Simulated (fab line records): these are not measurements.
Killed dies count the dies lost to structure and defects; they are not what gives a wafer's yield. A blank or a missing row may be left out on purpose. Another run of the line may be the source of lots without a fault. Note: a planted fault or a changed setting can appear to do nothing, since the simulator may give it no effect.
Which tool was responsible? | flow n5 finfet | 12 lots (36 wafers sampled), 1 step of a 1938-step route

## WHAT THE GAUGES SHOWED, per wafer
N5_BEOL_M11_THK_MEAS_53: measures by xrf.
lot  | measured     | on            | M11_THK (nm)
L075 | day 10 23:41 | film metro-01 | 137.1 135.7 142.7
L080 | day 11 22:47 | film metro-02 | 141.1 140.5 142.1
L079 | day 12 00:14 | film metro-02 | 137.7 139.6 142.4
L078 | day 12 07:05 | film metro-02 | 139.0 137.2 140.3
L083 | day 12 21:14 | film metro-02 | 137.3 141.4 136.8
L085 | day 13 20:16 | film metro-01 | 141.9 139.4 140.8
L089 | day 14 08:32 | film metro-02 | 145.6 141.0 146.0
L091 | day 14 10:44 | film metro-02 | 137.1 140.3 140.5
L088 | day 14 15:58 | film metro-01 | 142.0 140.6 136.6
L092 | day 15 17:57 | film metro-02 | 138.4 137.0 138.7
L096 | day 16 14:32 | film metro-01 | 139.2 144.9 147.1
L095 | day 16 18:27 | film metro-01 | 141.7 138.6 141.7

## WHICH TOOL RAN EACH LOT (tool, then ch and the chambers of the sampled wafers, then the start)
Before these readings, the record contains no process step.

## THE ANSWER, worked out from the rows above alone
Rule: the lots themselves supply what counts as usual. Put in order of their means at a reading, lots are off if they are a third of the lots or fewer, leave a main group of 4 or more, and stand apart from it by a gap of 3 or more times the standard deviation of the main group's means; of several such gaps the widest counts. If all means in a main group match to the digits the tables above print for the reading, that group is not used. A lot without any number at a reading at which 4 lots or more have one is off too. All remaining lots with rows at the step are treated as sound.
None of the lots is off at any reading shown; this tells nothing.

## WHAT WAS PUT IN BY THE SIMULATOR
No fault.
